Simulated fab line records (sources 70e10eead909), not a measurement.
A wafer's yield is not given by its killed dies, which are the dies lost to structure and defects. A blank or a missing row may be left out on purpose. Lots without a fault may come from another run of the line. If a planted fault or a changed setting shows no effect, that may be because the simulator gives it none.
Which tool did it? -- flow nandHarc -- 14 lots, 42 wafers sampled, at 4 steps of a route of 1159

## WHAT THE GAUGES READ, wafer by wafer
Not one reading of a measure or inspect step in the record can be checked against a usual standard deviation.

## WHAT TOOL EACH LOT RAN ON (gives the tool, then ch and the chambers of the sampled wafers, and finally the start)
lot,NHARC_A_STAIRCASE_TRIM_22,NHARC_A_STAIRCASE_DEVELOP_183,NHARC_A_STAIRCASE_TRIM_191,NHARC_A_STAIRCASE_ETCH_192
L961,"rieDiel-05 ch 0,1,2, day 10 09:00 or earlier","lithoTrack-02 ch 0, day 10 09:00","rieDiel-01 ch 0,1,2, no start","rieDiel-01 ch 0,2,3, no start"
L964,"rieDiel-05 ch 1,3, day 11 07:00 or earlier","lithoTrack-05 ch 0, day 11 07:00","rieDiel-01 ch 0,2,3, no start","rieDiel-01 ch 0,3, no start"
L962,"rieDiel-10 ch 0,3, day 11 07:00 or earlier","lithoTrack-05, day 11 07:00","rieDiel-10 ch 0,1,2, no start","rieDiel-10 ch 1,2, no start"
L963,"rieDiel-05 ch 2,3, day 11 11:00 or earlier","lithoTrack-05, day 11 11:00","rieDiel-05 ch 0,3, no start","rieDiel-05 ch 0,2,3, no start"
L966,"rieDiel-05 ch 1,3, day 12 02:00 or earlier","lithoTrack-07 ch 0, day 12 02:00","rieDiel-10 ch 0,3, no start","rieDiel-10 ch 0,1,3, no start"
L975,"rieDiel-10 ch 0,2,3, day 14 08:00 or earlier","lithoTrack-07 ch 0, day 14 08:00","rieDiel-10 ch 0,1,2, no start","rieDiel-10 ch 1,2,3, no start"
L973,"rieDiel-01 ch 1,2, day 14 14:00 or earlier","lithoTrack-05 ch 0, day 14 14:00","rieDiel-05 ch 1,2,3, no start","rieDiel-05 ch 0,1, no start"
L977,"rieDiel-01 ch 1,3, day 14 20:00 or earlier","lithoTrack-07 ch 0, day 14 20:00","rieDiel-05 ch 0,2,3, no start","rieDiel-05 ch 0,1,2, no start"
L976,"rieDiel-05 ch 1,2, day 14 20:00 or earlier","lithoTrack-07 ch 0, day 14 20:00","rieDiel-10 ch 1,3, no start","rieDiel-10 ch 1,2, no start"
L980,"rieDiel-05 ch 1,3, day 15 05:00 or earlier","lithoTrack-07 ch 0, day 15 05:00","rieDiel-01 ch 0,1,2, no start","rieDiel-01 ch 2,3, no start"
L978,"rieDiel-05 ch 1,2,3, day 15 06:00 or earlier","lithoTrack-05 ch 0, day 15 06:00","rieDiel-10 ch 0,1,3, no start","rieDiel-10 ch 0,1,3, no start"
L979,"rieDiel-01 ch 0,1,2, day 15 10:00 or earlier","lithoTrack-05 ch 0, day 15 10:00","rieDiel-01 ch 0,2,3, day 15 12:44","rieDiel-01 ch 0,2,3, no start"
L982,"rieDiel-01 ch 1,2, day 15 22:00 or earlier","lithoTrack-02 ch 0, day 15 22:00","rieDiel-01 ch 1,2, no start","rieDiel-01 ch 1,2,3, no start"
L984,"rieDiel-01 ch 1,2, day 16 07:00 or earlier","lithoTrack-05 ch 0, day 16 07:00","rieDiel-10 ch 0,1,2, no start","rieDiel-10 ch 0,1, no start"
- NHARC_A_STAIRCASE_TRIM_22: chemistry O2, time 211.2 s.
- NHARC_A_STAIRCASE_DEVELOP_183: time 140 s.
- NHARC_A_STAIRCASE_TRIM_191: chemistry O2, time 211.2 s.
- NHARC_A_STAIRCASE_ETCH_192: etches the open film in C4F8/O2, target depth 100 nm, time 40.5 s.

## WHAT THE TOOLS THEMSELVES READ (means of the sampled wafers that have a number; where no wafer has one, the mark that the record gives instead)
NHARC_A_STAIRCASE_TRIM_22. Usual: drypumpMotorCurrentA 5.5 A, standard deviation 0.39; oesProductAu 1.003 a.u., standard deviation 0.0074; rfVppV 57.7 V, standard deviation 0.88; showerheadPlenumPTorr 3.52 Torr, standard deviation 0.16; throttleValvePct 17.036 %, standard deviation 0.009.
lot,tool,drypumpMotorCurrentA (A),oesProductAu (a.u.),rfVppV (V),showerheadPlenumPTorr (Torr),throttleValvePct (%),flag
L961,rieDiel-05,5.8,1.004,57.6,3.46,17.042,
L964,rieDiel-05,5.7,1.003,57.5,3.49,17.040,
L962,rieDiel-10,5.3,1.005,57.8,3.56,17.032,
L963,rieDiel-05,5.1,1.008,58.5,3.49,17.029,
L966,rieDiel-05,5.7,1.001,57.9,3.49,17.036,
L975,rieDiel-10,5.5,1.013,57.8,3.56,17.040,
L973,rieDiel-01,5.6,1.005,57.3,3.45,17.038,
L977,rieDiel-01,5.3,1.009,58.8,3.76,17.041,
L976,rieDiel-05,5.6,0.999,57.8,3.53,17.038,
L980,rieDiel-05,5.3,1.006,57.5,3.46,17.034,
L978,rieDiel-05,5.5,0.992,57.6,3.49,17.035,
L979,rieDiel-01,5.6,0.995,57.1,3.46,17.037,
L982,rieDiel-01,5.6,1.003,57.3,3.44,17.031,
L984,rieDiel-01,5.6,1.003,58.4,3.44,17.033,

NHARC_A_STAIRCASE_DEVELOP_183. Usual: chillPlateTempC 23.02 C, standard deviation 0.12; exhaustPa 44.9 Pa, standard deviation 0.96.
lot,tool,chillPlateTempC (C),exhaustPa (Pa),flag
L961,lithoTrack-02,23.15,44.0,
L964,lithoTrack-05,23.00,45.4,
L962,lithoTrack-05,-,-,OFF
L963,lithoTrack-05,-,-,OFF
L966,lithoTrack-07,23.09,45.1,
L975,lithoTrack-07,23.16,44.4,
L973,lithoTrack-05,23.18,44.9,
L977,lithoTrack-07,23.02,45.1,
L976,lithoTrack-07,22.97,45.4,
L980,lithoTrack-07,23.10,46.1,
L978,lithoTrack-05,22.91,44.7,
L979,lithoTrack-05,23.20,44.9,
L982,lithoTrack-02,23.01,44.1,
L984,lithoTrack-05,23.13,44.2,

NHARC_A_STAIRCASE_TRIM_191. Usual: drypumpMotorCurrentA 5.5 A, standard deviation 0.39; oesProductAu 1.004 a.u., standard deviation 0.0073; rfVppV 57.7 V, standard deviation 0.87; showerheadPlenumPTorr 3.52 Torr, standard deviation 0.17; throttleValvePct 17.036 %, standard deviation 0.0097.
lot,tool,drypumpMotorCurrentA (A),oesProductAu (a.u.),rfVppV (V),showerheadPlenumPTorr (Torr),throttleValvePct (%),flag
L961,rieDiel-01,5.7,1.007,57.8,3.48,17.038,
L964,rieDiel-01,5.3,1.002,57.4,3.35,17.042,
L962,rieDiel-10,5.6,1.007,58.1,3.62,17.031,
L963,rieDiel-05,5.7,1.000,57.6,3.34,17.043,
L966,rieDiel-10,5.3,1.007,57.8,3.45,17.033,
L975,rieDiel-10,5.6,1.002,57.5,3.61,17.033,
L973,rieDiel-05,5.5,1.004,58.5,3.50,17.050,
L977,rieDiel-05,5.5,1.003,57.4,3.42,17.034,
L976,rieDiel-10,5.3,1.003,58.1,3.69,17.033,
L980,rieDiel-01,5.7,1.003,57.6,3.46,17.034,
L978,rieDiel-10,5.4,1.005,57.3,3.59,17.030,
L979,rieDiel-01,5.3,1.010,57.8,3.51,17.031,
L982,rieDiel-01,5.8,1.011,58.5,3.55,17.035,
L984,rieDiel-10,5.6,1.010,57.7,3.60,17.026,

NHARC_A_STAIRCASE_ETCH_192. Usual: biasW 1000.0 W, standard deviation 2.9; oesProductAu 0.940 a.u., standard deviation 0.0098; rfVppV 896 V, standard deviation 6.3.
lot,tool,biasW (W),oesProductAu (a.u.),rfVppV (V),flag
L961,rieDiel-01,1002.1,0.936,890,
L964,rieDiel-01,1003.2,0.929,890,
L962,rieDiel-10,1002.4,0.939,904,
L963,rieDiel-05,1000.6,0.940,893,
L966,rieDiel-10,1002.6,0.943,898,
L975,rieDiel-10,998.6,0.940,902,
L973,rieDiel-05,1001.3,0.931,889,
L977,rieDiel-05,1002.1,0.921,892,
L976,rieDiel-10,1001.1,0.930,904,
L980,rieDiel-01,999.0,0.939,899,
L978,rieDiel-10,999.1,0.939,898,
L979,rieDiel-01,998.1,0.930,895,
L982,rieDiel-01,999.1,0.930,898,
L984,rieDiel-10,1000.7,0.945,900,

## THE ANSWER, worked out from the rows above alone
Rule: lot off if the mean of its wafers having a number is beyond 3 standard deviations from the usual mean. Also off: a lot with no number at a reading for which 4 or more lots have one. All remaining lots with rows at the step are treated as sound. After the gauges, taken in route order, come the tools' own readings; for these a lot's mean is taken, as printed above. The first step at which some lot is off is used, and at that step the reading that is off furthest; a lot without a number counts as furthest.
Off: L962, L963, at NHARC_A_STAIRCASE_DEVELOP_183 (chillPlateTempC). Without a number there: L962, L963.
A tool fits if, at that step or a process step before it, it ran every lot that is off, and no sound lot after the first of them. NHARC_A_STAIRCASE_TRIM_22: start missing for some lots; hours and lot order therefore follow NHARC_A_STAIRCASE_DEVELOP_183. No candidate that was tried fits.

## WHAT THE SIMULATOR HAD PUT IN
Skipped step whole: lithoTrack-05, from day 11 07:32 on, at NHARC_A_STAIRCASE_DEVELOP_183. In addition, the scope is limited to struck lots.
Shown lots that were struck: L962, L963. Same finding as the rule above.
